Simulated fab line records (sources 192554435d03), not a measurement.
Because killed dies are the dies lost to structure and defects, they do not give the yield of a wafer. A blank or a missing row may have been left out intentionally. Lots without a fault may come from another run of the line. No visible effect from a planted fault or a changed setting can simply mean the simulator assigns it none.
A struck lot beside a sound one + flow n5Finfet + 37 out of 1938 route steps
Sound: wafers L763.4, L763.5, L763.6. Struck: wafer L762.2. (L762.3, L762.4 of the same lot were not struck and are left out.) The cause comes at the end.
Per side, at each step with rows, come the tool, then ch with its chambers, and then its first start. Under that, the readings that differ: sound wafers + struck wafers + difference of the means + sigmas: that difference in standard deviations of wafers without a fault.
alike: readings with means less than 2 such deviations apart, plus words and numbers identical on both sides. not compared: withheld readings, readings lacking a value on some wafer, bounds such as >300 that could conceal the same value, and numbers that have no deviation in the record and whose values overlap.
A row with sigmas, a row that says differs or no value, or rows on one side alone: a step with any of these is where the two part. Non-overlapping numbers with no deviation appear without sigmas and do not part them. Lack of a reading on every wafer of one side parts them only where that side has two or more wafers.

first, 9 steps without rows for these wafers: N5_BEOL_M4_ANNEAL_95 (time 240 s); N5_BEOL_M4_SPUTTER_96 (material Cu, target thk 4.5 nm, time 8.29 s); N5_BEOL_M4_ECD_50 (material Cu, target thk 300 nm); N5_BEOL_M4_ANNEAL_51 (time 90 s); N5_BEOL_M4_CMP_52 (polishes, stops on SiOC, t overpolish 6.8 s, target thk 40 nm); N5_BEOL_M4_PRE_CLEAN_60 (time 15 s); N5_BEOL_M4_CO_CAP_55 (material Co, precursor CCTBA/H2, target thk 2 nm, time 102.1 s); N5_BEOL_M4_PRE_CLEAN_56 (time 15 s); N5_BEOL_M4_DEP_57 (deposits SiCN from 3MS/NH3, target thk 8 nm, time 14 s).
N5_BEOL_M4_RC_MEAS_101:
  sound on prober-01 ch 0, day 14 15:46; struck on prober-01 ch 0, day 13 15:58
  alike: DIBL_N, DIBL_P, IOFF_N, IOFF_P, ION_N, ION_P, SS_N, SS_P, VT_N, VT_P
then, 24 steps without rows for these wafers: N5_BEOL_M5_ILD_DEP_00 (deposits SiCOH lowk from DEMS/porogen, target thk 140.64 nm, time 25.9 s); N5_BEOL_M5_CURE_79 (cures SiCOH lowk, time 240 s); N5_BEOL_M5_PECVD_70 (deposits SiO2 from TEOS/O2, target thk 16 nm, time 18 s); N5_BEOL_M5_HM_DEP_02 (deposits TiN, target thk 20 nm); N5_BEOL_M5_COAT_59 (time 60 s, resist thk 60 nm); N5_BEOL_M5_COAT_60 (time 60 s, resist thk 12 nm); N5_BEOL_M5_COAT_71 (time 60 s, resist thk 5 nm); N5_BEOL_M5_COAT_05 (resist thk 30 nm); N5_BEOL_M5_EBR_07; N5_BEOL_M5_SOFTBAKE_06 (time 60 s); N5_BEOL_M5_EXPOSE_08 (exposes mask M5, target cd 28 nm); N5_BEOL_M5_PEB_09 (peb time 60 s); N5_BEOL_M5_DEVELOP_10 (develop time 30 s); N5_BEOL_M5_DESCUM_16 (chemistry O2, time 7 s); N5_BEOL_M5_ETCH_72 (etches underlayer in N2/H2, target depth 6.5 nm, time 5.2 s); N5_BEOL_M5_ETCH_61 (etches SiARC in CF4, target depth 15.6 nm, time 26 s); N5_BEOL_M5_ETCH_62 (etches SOC in N2/H2, target depth 75 nm, overetch 15 nm, time 112.5 s); N5_BEOL_M5_STRIP_63 (strips in N2/H2); N5_BEOL_M5_STRIP_73 (strips in N2/H2); N5_BEOL_M5_STRIP_64 (strips in CF4); N5_BEOL_M5_HM_OPEN_17 (chemistry Cl2/BCl3, target TiN, target depth 20 nm, overetch 6 nm); N5_BEOL_M5_STRIP_19 (strips in O2); N5_BEOL_M5_COAT_65 (time 60 s, resist thk 60 nm); N5_BEOL_M5_COAT_66 (time 60 s, resist thk 12 nm).
N5_BEOL_M7_ALD_77: deposits TaN, target thk 2 nm, pulse time 2 s, purge time 3 s.
  sound on aldMetal-03 ch 0,1,3, day 15 22:58; struck on aldMetal-02 ch 0, day 15 01:10
| reading                                | sound    | struck | difference | sigmas |
|----------------------------------------|----------|--------|------------|--------|
| aldCycles                              | 40 40 40 | 18     | -22        |        |
| model.TaN_of_BEOL_M7_ALD_77.thkNm (nm) | 2 2 2    | 1      | -1         |        |
  alike: heaterPowerW
  not compared: susceptorTempC
-- the record jumps here: 2 days lie between the struck wafers' starts before and after (it left off in module BEOL_M7 and takes up again in module BEOL_M15, whose first step shown is number 1830 of the route) --
N5_BEOL_M15_RC_MEAS_101:
  sound on prober-01 ch 0, day 18 16:06; struck on prober-02 ch 0, day 17 08:13
| reading                | sound                   | struck   | difference | sigmas |
|------------------------|-------------------------|----------|------------|--------|
| COMB_M13 (S/m)         | 4.3e-12 4.1e-12 6.4e-12 | 7.5e-12  | +2.6e-12   | +2     |
| COMB_M7 (S/m)          | 2.9e-11 2.8e-11 2.6e-11 | 2.8e-10  | +2.5e-10   | +46    |
| COMB_M7_max_site (S/m) | 3.2e-11 4.4e-11 3.4e-11 | 4.46e-10 | +4.09e-10  | +47    |
| SERP_M7 (ohm/um)       | 12.7 14.5 13.2          | 11.7     | -1.8       | -2     |
| SERP_M8 (ohm/um)       | 13.5 14.3 13.6          | 15.3     | +1.5       | +2     |
  alike: COMB_M10, COMB_M10_max_site, COMB_M11, COMB_M12, COMB_M14, COMB_M15, COMB_M5, COMB_M6, COMB_M8, COMB_M9, SERP_M10, SERP_M11, SERP_M12, SERP_M13, SERP_M14, SERP_M5, SERP_M6, SERP_M9, SERP_M9_max_site
N5_PASSIVATION_PROBE_49:
  sound on prober-01 at day 19 04:32; struck on prober-01 at day 17 23:17
| reading                | sound    | struck | difference | sigmas      |
|------------------------|----------|--------|------------|-------------|
| killed_at_M4_up        | 17 21 18 | 43     | +24        | +5          |
| killedAtOther          | 1 0 0    | 15     | +15        | +5          |
| sort_bin_4_leakage (%) | 0 0 0    | 2.63   | +2.63      | +99 or more |
  alike: defectLimitedYield, killed_at_M0_to_M3, killedAtContacts, killedAtFrontEnd, killedDies, killedOpen, killedShort, sort_bin_5_function, sort_bin_6_memory, sortNPass, sortYieldPct

== WHERE THEY PART ==
At N5_BEOL_M15_RC_MEAS_101 first; at N5_PASSIVATION_PROBE_49 last (within this record only).

WHY: the cause the simulator had injected
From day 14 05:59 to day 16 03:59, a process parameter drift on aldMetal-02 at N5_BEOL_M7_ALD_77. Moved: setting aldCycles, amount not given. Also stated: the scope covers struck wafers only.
